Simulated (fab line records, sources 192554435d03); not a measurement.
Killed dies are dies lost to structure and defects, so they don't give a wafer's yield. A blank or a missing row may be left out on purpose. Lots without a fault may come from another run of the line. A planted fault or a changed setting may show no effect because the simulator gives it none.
Tool commonality check | flow n5_finfet | 8 lots, 24 wafers sampled

WHY IT WAS OPENED
At N5_BEOL_M5_THK_MEAS_53 the reading M5_THK is flagged on 2 of 8 lots. Wafers without a fault read 61.3 nm, standard deviation 1.8.
Rule: a lot is flagged when every wafer of it that has a number lies more than 4 standard deviations from that mean, or none has a number. The other lots count as sound.

lot  | measured     | on            | M5_THK (nm), wafer by wafer | flag
L104 | day 8 17:38  | film_metro-01 | 57.6 61.4 58.8              |
L103 | day 8 20:37  | film_metro-02 | 63.9 61.8 64.4              |
L116 | day 11 23:09 | film_metro-01 | 307.3 309.7 307.7           | FLAGGED
L117 | day 12 01:02 | film_metro-02 | 300.6 310.0 302.9           | FLAGGED
L121 | day 13 02:28 | film_metro-02 | 61.6 63.2 59.0              |
L123 | day 13 17:49 | film_metro-02 | 58.6 61.8 61.2              |
L125 | day 14 01:33 | film_metro-02 | 57.4 56.8 61.7              |
L124 | day 14 02:29 | film_metro-02 | 59.1 61.0 59.7              |
The numbers of the flagged lots are 306.4 nm on average: +245.1 nm against the usual, or +99 or more standard deviations.

WHICH TOOL RAN EACH LOT
The record holds 2 process steps before the reading, out of a route of 1938 steps. In each cell: the tool, then ch and the chambers that the sampled wafers went through, then the start.
lot  | flag    | N5_BEOL_M5_ANNEAL_84         | N5_BEOL_M5_CMP_52
L104 |         | pvd_sputter-03, day 8 14:37  | cmp-01 ch 1,2,3, day 8 17:20
L103 |         | pvd_sputter-02, day 8 17:31  | cmp-01 ch 1,2, day 8 20:19
L116 | FLAGGED | pvd_sputter-02, day 11 20:16 | cmp-01 ch 0,2,3, day 11 22:54
L117 | FLAGGED | pvd_sputter-01, day 11 21:40 | cmp-01 ch 0,1, day 12 00:47
L121 |         | pvd_sputter-01, day 12 23:06 | cmp-01 ch 0,3, day 13 02:12
L123 |         | pvd_sputter-03, day 13 14:56 | cmp-04 ch 1,3, day 13 17:31
L125 |         | pvd_sputter-01, day 13 22:40 | cmp-01 ch 0,1,3, day 14 01:15
L124 |         | pvd_sputter-02, day 13 23:36 | cmp-01 ch 0,1,2, day 14 02:14
What these steps do:
- N5_BEOL_M5_ANNEAL_84: time 1800 s.
- N5_BEOL_M5_CMP_52: polishes, stops on SiCOH lowk, t overpolish 6.9 s, target thk 62 nm.
- N5_BEOL_M5_THK_MEAS_53: measures by xrf.

FLAGGED OVER TOTAL, TOOL BY TOOL (the gauges that took the reading come last)
step                   | tool           | lots run | flagged | share of the flagged lots | sound lots run after its first flagged lot
N5_BEOL_M5_ANNEAL_84   | pvd_sputter-01 | 3        | 1       | some                      | 2 (L121,L125)
N5_BEOL_M5_ANNEAL_84   | pvd_sputter-02 | 3        | 1       | some                      | 1 (L124)
N5_BEOL_M5_ANNEAL_84   | pvd_sputter-03 | 2        | 0       | none                      | -
N5_BEOL_M5_CMP_52      | cmp-01         | 7        | 2       | all                       | 3 (L121,L125,L124)
N5_BEOL_M5_CMP_52      | cmp-04         | 1        | 0       | none                      | -
N5_BEOL_M5_THK_MEAS_53 | film_metro-01  | 2        | 1       | some                      | 0
N5_BEOL_M5_THK_MEAS_53 | film_metro-02  | 6        | 1       | some                      | 4 (L121,L123,L125,L124)

WHAT THE TABLE ALLOWS
1 row of the table ran every flagged lot: cmp-01 at N5_BEOL_M5_CMP_52.
- cmp-01 at N5_BEOL_M5_CMP_52: 2 of its 7 lots flagged. Sound lots ran on it after the first flagged one (L121, L125, L124), which a lasting fault on the whole tool wouldn't allow. On the flagged lots its readings are blank where sound lots have values: barrier_field_endpoint_s, clearing_platen_down_force_psi, clearing_platen_rpm, motor_current_A and 3 more.
No row of the table ran every flagged lot and no sound lot after the first.

WHAT THE SIMULATOR HAD PUT IN
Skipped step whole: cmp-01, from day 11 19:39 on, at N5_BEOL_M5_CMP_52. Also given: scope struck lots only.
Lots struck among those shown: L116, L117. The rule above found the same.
